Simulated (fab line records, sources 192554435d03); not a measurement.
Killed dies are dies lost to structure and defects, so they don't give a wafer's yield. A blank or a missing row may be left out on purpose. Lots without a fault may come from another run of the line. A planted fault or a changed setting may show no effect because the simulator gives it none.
Which tool did it? | flow n5_finfet | 24 lots, 72 wafers sampled, at 2 steps of a route of 1938

WHAT THE GAUGES READ, wafer by wafer
N5_BEOL_M10_OVL_MEAS_12. Usual: M10_OVL 0.1 nm, standard deviation 0.83.
lot  | measured     | on         | M10_OVL (nm)   | flag
L074 | day 9 21:57  | overlay-02 | -0.6 -0.8 0.2  |
L075 | day 10 15:50 | overlay-02 | -0.3 0.1 -0.8  |
L077 | day 10 16:35 | overlay-01 | -0.5 -0.6 1.7  |
L078 | day 10 19:24 | overlay-01 | 0.4 0.9 1.2    |
L076 | day 10 20:07 | overlay-02 | -1.1 -0.3 -1.6 |
L081 | day 11 06:18 | overlay-01 | 0.7 0.7 -1.1   |
L079 | day 11 07:38 | overlay-02 | 0.9 0.9 1.7    |
L080 | day 11 17:33 | overlay-02 | 0.1 0.4 0.7    |
L082 | day 11 22:07 | overlay-01 | -0.2 0.8 0.3   |
L083 | day 12 07:00 | overlay-02 | 0.8 1.1 1.7    |
L084 | day 13 03:52 | overlay-01 | -1.8 -0.2 -1.6 |
L088 | day 13 07:11 | overlay-01 | 0.9 0.4 -0.2   |
L085 | day 13 07:47 | overlay-01 | -0.2 -1.0 -0.9 |
L086 | day 13 12:10 | overlay-02 | 0.2 -0.3 -0.6  |
L087 | day 13 22:04 | overlay-01 | -0.3 -0.6 -0.7 |
L089 | day 14 07:06 | overlay-02 | 0.7 -1.0 -1.1  |
L090 | day 14 08:37 | overlay-01 | 0.4 -0.6 -1.3  |
L092 | day 14 08:51 | overlay-01 | 0.2 0.9 1.6    |
L091 | day 14 09:59 | overlay-01 | 0.0 -0.2 0.6   |
L093 | day 14 16:37 | overlay-02 | -0.4 -0.4 -0.7 |
L094 | day 15 13:02 | overlay-01 | -0.6 -0.4 -0.9 |
L097 | day 15 13:26 | overlay-01 | 0.9 0.9 -0.1   |
L096 | day 15 17:22 | overlay-01 | 0.3 -0.3 0.6   |
L095 | day 15 17:45 | overlay-02 | 0.1 0.0 0.5    |

N5_BEOL_M10_CD_MEAS_28: target cd 70 nm. Usual: cd_nm 69.9 nm, standard deviation 1.4.
lot  | measured     | on        | cd_nm (nm)     | flag
L074 | day 9 22:52  | cd_sem-03 | 71.1 70.4 71.5 |
L075 | day 10 17:36 | cd_sem-03 | 69.9 70.8 69.2 |
L077 | day 10 17:38 | cd_sem-01 | 70.3 69.6 70.6 |
L078 | day 10 20:49 | cd_sem-03 | 69.8 71.9 70.8 |
L076 | day 10 21:05 | cd_sem-01 | 71.2 72.5 72.2 |
L081 | day 11 07:22 | cd_sem-03 | 69.7 68.6 68.0 |
L079 | day 11 08:54 | cd_sem-01 | 67.2 68.9 69.5 |
L080 | day 11 19:01 | cd_sem-02 | 69.6 68.4 68.7 |
L082 | day 11 23:02 | cd_sem-01 | 72.4 71.4 70.2 |
L083 | day 12 10:28 | cd_sem-02 | 69.6 68.7 67.7 |
L084 | day 13 05:29 | cd_sem-01 | 69.1 67.7 66.7 |
L088 | day 13 08:47 | cd_sem-03 | 68.4 67.5 69.1 |
L085 | day 13 08:57 | cd_sem-01 | 70.6 71.0 68.7 |
L086 | day 13 13:59 | cd_sem-03 | 68.8 68.0 67.9 |
L087 | day 14 01:04 | cd_sem-02 | 67.2 68.6 69.2 |
L089 | day 14 07:55 | cd_sem-02 | 68.1 71.7 70.3 |
L090 | day 14 11:05 | cd_sem-03 | 70.8 68.0 67.5 |
L092 | day 14 11:08 | cd_sem-01 | 72.1 69.5 70.7 |
L091 | day 14 11:11 | cd_sem-02 | 69.4 71.2 70.3 |
L093 | day 14 18:14 | cd_sem-03 | 70.9 70.6 70.9 |
L094 | day 15 13:54 | cd_sem-01 | 67.0 67.9 67.8 |
L097 | day 15 14:58 | cd_sem-03 | 72.5 72.2 70.1 |
L096 | day 15 18:35 | cd_sem-03 | 72.1 71.5 70.0 |
L095 | day 15 18:56 | cd_sem-02 | 71.1 69.8 70.6 |

WHICH TOOL RAN EACH LOT (tool, then ch and the chambers of the sampled wafers, then the start)
The record holds no process step before these readings.

WHAT THE TOOLS THEMSELVES READ (means of the sampled wafers that have a number; where no wafer has one, the mark that the record gives instead)
The record holds no such reading with a usual standard deviation.

THE ANSWER, worked out from the rows above alone
Rule: a lot is off if the mean of its wafers that have a number lies more than 3 standard deviations from the usual mean. A lot without any number at a reading at which 4 lots or more have one is off too. The other lots that the step has rows for count as sound. The gauges are gone through in route order, then the tools' own readings, and for those a lot's mean is taken as printed above. The first step at which some lot is off is used, and at that step the reading that is off furthest; a lot without a number counts as furthest.
No lot is off at any reading shown: from this, nothing can be told.

WHAT THE SIMULATOR HAD PUT IN
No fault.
